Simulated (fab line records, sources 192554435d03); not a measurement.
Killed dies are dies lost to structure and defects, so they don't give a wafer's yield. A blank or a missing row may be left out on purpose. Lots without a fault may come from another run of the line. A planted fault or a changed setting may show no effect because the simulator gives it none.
Chamber matching | flow n5_finfet | N5_BEOL_M10_CMP_52 on cmp-01: 4 sister chambers
The step polishes, stops on SiCOH lowk, t overpolish 7 s, target thk 140 nm. 4 wafers are shown with their chamber, then 8 later ones without.

WAFERS WITH THEIR CHAMBER
wafer  | chamber | motor_current_A (A)
L085.2 | 0       | 7.0
L090.1 | 2       | 5.9
L090.2 | 1       | 5.7
L089.2 | 3       | 6.0

WAFERS WITHOUT THEIR CHAMBER
wafer  | motor_current_A (A)
L089.4 | 5.6
L089.5 | 6.7
L096.2 | 5.5
L096.3 | 5.6
L096.5 | 5.4
L095.3 | 5.2
L095.4 | 5.9
L095.5 | 5.4

WHICH CHAMBER EACH WENT THROUGH
wafer  | from the rows above          | in truth
L089.4 | can't be placed: 1 or 2 or 3 | 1
L089.5 | can't be placed: 0 or 3 or 2 | 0
L096.2 | can't be placed: 1 or 2 or 3 | 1
L096.3 | can't be placed: 1 or 2 or 3 | 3
L096.5 | can't be placed: 1 or 2 or 3 | 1
L095.3 | can't be placed: 1 or 2 or 3 | 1
L095.4 | can't be placed: 2 or 3 or 1 | 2
L095.5 | can't be placed: 1 or 2 or 3 | 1
Placed correctly: 0 of 8. Can't be placed from these rows: 8 (the true chamber is among the candidates in 8). Placed wrongly: 0.
How it was worked out, from the rows above alone: a wafer's distance from a chamber is the root of the sum, over the readings, of the square of ((its reading less the chamber's mean) divided by the reading's scatter). The wafer belongs to the nearest chamber; if the next one is less than 2 further off, it can't be placed. A chamber's mean is the mean of its shown wafers. The scatter: with one shown wafer a chamber, the root of the mean of the squares of how far each hidden wafer lies from its nearest shown one.
